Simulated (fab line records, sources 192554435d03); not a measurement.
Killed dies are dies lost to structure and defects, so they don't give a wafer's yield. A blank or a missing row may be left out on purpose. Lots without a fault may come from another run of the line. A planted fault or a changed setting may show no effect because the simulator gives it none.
A struck lot beside a sound one | flow n5_finfet | 38 steps out of a route of 1938
Sound: wafers L114.1, L114.2, L114.6. Struck: wafer L121.2. (L121.5 of the same lot was not struck and is left out.) The cause comes at the end.
At each step with rows: each side's tool, then ch and its chambers, then its first start. Under that, the readings that differ: sound wafers | struck wafers | difference of the means | sigmas: that difference in standard deviations of wafers without a fault.
alike: readings whose means differ by less than 2 such deviations, and words and numbers that are the same on both sides. not compared: withheld readings, readings that some wafer has no value for, bounds like >300 that may hide the same value, and numbers for which the record gives no deviation and whose values overlap.
The two part at a step that has a row with sigmas, a row that says differs or no value, or rows on one side only. Numbers that don't overlap but have no deviation are shown without sigmas and don't part them. A reading that every wafer of one side lacks parts them only if that side has two wafers or more.

first, 9 steps without rows for these wafers: N5_FIN_SAQP_EXPOSE_13 (exposes mask FIN CORE, target cd 35.6 nm); N5_FIN_SAQP_PEB_14 (peb time 60 s); N5_FIN_SAQP_DEVELOP_15 (develop time 30 s); N5_FIN_SAQP_DESCUM_21 (chemistry O2, time 7.9 s); N5_FIN_SAQP_ETCH_51 (etches SiARC in CF4, target depth 45.5 nm, time 75.8 s); N5_FIN_SAQP_ETCH_52 (etches SOC in N2/H2, target depth 100 nm, overetch 20 nm, time 150 s); N5_FIN_SAQP_STRIP_53 (strips in N2/H2); N5_FIN_SAQP_HM_OPEN_73 (chemistry CHF3/O2, target SiO2, stops on a-Si, target depth 12 nm, time 16.8 s); N5_FIN_SAQP_STRIP_74 (strips in CHF3/O2).
N5_FIN_SAQP_MANDREL_ETCH_22: etches a-Si in HBr/Cl2, stops on SiNx, target depth 60 nm, bt time 10 s, time 30 s.
  sound on rie_si-05 ch 0,1, day 2 11:08; struck on rie_si-05 ch 3, day 4 04:40
  reading                                   | sound             | struck | difference | sigmas
  drypump_motor_current_A (A)               | 6.5 6.2 6.2       | 4.9    | -1.4       | -3
  oes_product_au (a.u.)                     | 0.775 0.749 0.769 | 0.646  | -0.118     | -10
  model.etch.depth_nm (nm)                  | 58.62 60.31 60.63 | 45.66  | -14.19     |
  model.SOC_of_FIN_SAQP_COAT_49.thk_nm (nm) | 76.02 74.46 74.61 | 87.93  | +12.90     |
  alike: HBr_flow_sccm, throttle_valve_pct
  not compared: rf_hours_counter_h
then, 5 steps without rows for these wafers: N5_FIN_SAQP_STRIP_55 (strips in N2/H2); N5_FIN_SAQP_STRIP_23 (strips in SPM, time 750 s); N5_FIN_SAQP_SRD_66 (time 30 s); N5_FIN_SAQP_RECESS_75 (chemistry HF/NH3, target SiO2, target depth 14.4 nm, afs cycles 3, sublimation time 60 s); N5_FIN_SAQP_SPACER1_ALD_24 (deposits SiO2, target thk 20.3 nm, pulse time 1 s, purge time 2 s).
N5_FIN_SAQP_SPACER1_ETCHBACK_25: etches SiO2 in CHF3/O2, target depth 24.4 nm, time 12.2 s.
  sound on rie_diel-05 ch 0,3, day 2 12:39; struck on rie_diel-05 ch 0, day 4 06:11
  reading                | sound             | struck | difference | sigmas
  oes_product_au (a.u.)  | 0.69 0.74 0.69    | 0.35   | -0.36      | -4
  throttle_valve_pct (%) | 19.36 18.97 19.38 | 18.79  | -0.45      | -2
  alike: drypump_motor_current_A, rf_vpp_V, showerhead_plenum_p_Torr
  not compared: rf_hours_counter_h
then, 19 steps without rows for these wafers: N5_FIN_SAQP_MANDREL1_REMOVE_56 (chemistry HBr/Cl2/O2, target a-Si, stops on SiNx, bt time 10 s); N5_FIN_SAQP_ETCH_57 (etches SiNx in CH3F/O2, target depth 32.5 nm, time 46.4 s); N5_FIN_SAQP_ETCH_65 (etches SiO2 in CF4, target depth 4 nm, time 4.4 s); N5_FIN_SAQP_MANDREL_ETCH_58 (etches a-Si in HBr/Cl2, stops on SiNx, target depth 45 nm, bt time 10 s, time 27 s); N5_FIN_SAQP_RECESS_63 (chemistry HF/NH3, target SiO2, target depth 18 nm, afs cycles 3, sublimation time 60 s); N5_FIN_SAQP_COAT_68 (time 60 s, resist thk 100 nm); N5_FIN_SAQP_ETCH_69 (etches SOC in N2/H2, stops on SiNx, target depth 150 nm); N5_FIN_SAQP_ETCH_67 (etches SiNx in CH3F/O2, target depth 30 nm); N5_FIN_SAQP_STRIP_70 (strips in N2/H2); N5_FIN_SAQP_RECESS_71 (chemistry HF/NH3, target SiO2, target depth 3 nm, afs cycles 1, sublimation time 60 s); N5_FIN_SAQP_SPACER2_ALD_28 (deposits SiO2, target thk 8.1 nm, pulse time 1 s, purge time 2 s); N5_FIN_SAQP_SPACER2_ETCHBACK_29 (etches SiO2 in CHF3/O2, target depth 12.2 nm, time 6.1 s); N5_FIN_SAQP_MANDREL2_REMOVE_60 (chemistry HBr/Cl2/O2, target a-Si, stops on SiNx, bt time 10 s); N5_FIN_SAQP_HM_OPEN_33 (chemistry CH3F/O2, target SiNx, target depth 49.4 nm, time 70.6 s); N5_FIN_SAQP_ETCH_34 (etches SiO2 in C4F6/O2, target depth 45 nm, time 15 s); N5_FIN_SAQP_STRIP_77 (strips in N2/H2, time 90 s); N5_FIN_SAQP_ETCH_64 (etches SiO2 in CF4, target depth 1.5 nm); N5_FIN_SAQP_FIN_ETCH_36 (etches the open film in HBr/Cl2/O2, target depth 120 nm, time 50.4 s); N5_FIN_SAQP_PRECLEAN_38 (cleans in O3/DIW, time 45 s).
N5_FIN_SAQP_INSPECT_40: inspects for defects (brightfield).
  sound on defect_inspect-02, day 2 15:09; struck on defect_inspect-02, day 4 09:10
  reading          | sound       | struck | difference | sigmas
  raw_defect_count | 259 129 189 | 1808   | +1616      | +27
N5_BEOL_M4_RC_MEAS_101:
  the record has rows for the sound wafers here (prober-02 ch 0, day 8 12:55) and none for the struck ones
-- the record jumps here: 10 days lie between the struck wafers' starts before and after (it left off in module BEOL_M4 and takes up again in module PASSIVATION, whose first step shown is number 1936 of the route) --
N5_PASSIVATION_PROBE_49:
  sound on prober-01, day 12 19:34; struck on prober-02, day 14 19:18
  reading                  | sound          | struck | difference | sigmas
  defect_limited_yield (%) | 89.2 89.8 91.0 | 0      | -90        | -64
  killed_at_front_end      | 49 49 36       | 1113   | +1068      | +89
  killed_dies              | 128 120 106    | 1180   | +1062      | +62
  killed_on_rim            | 18 17 17       | 152    | +135       | +34
  sort_bin_5_function (%)  | 6.8 5.2 4.7    | 96.6   | +91.0      | +99 or more
  sort_n_pass              | 1052 1060 1074 | 0      | -1062      | -62
  sort_yield_pct (%)       | 89.2 89.8 91.0 | 0      | -90        | -64
  alike: killed_at_M0_to_M3, killed_at_M4_up, killed_at_contacts, killed_at_other, killed_open, killed_short, sort_bin_6_memory

WHERE THEY PART
First at N5_FIN_SAQP_MANDREL_ETCH_22; last, within this record, at N5_PASSIVATION_PROBE_49.

WHY: what the simulator had put in
Process parameter drift: rie_si-05, from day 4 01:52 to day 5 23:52, at N5_FIN_SAQP_MANDREL_ETCH_22. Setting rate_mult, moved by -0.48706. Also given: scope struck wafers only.
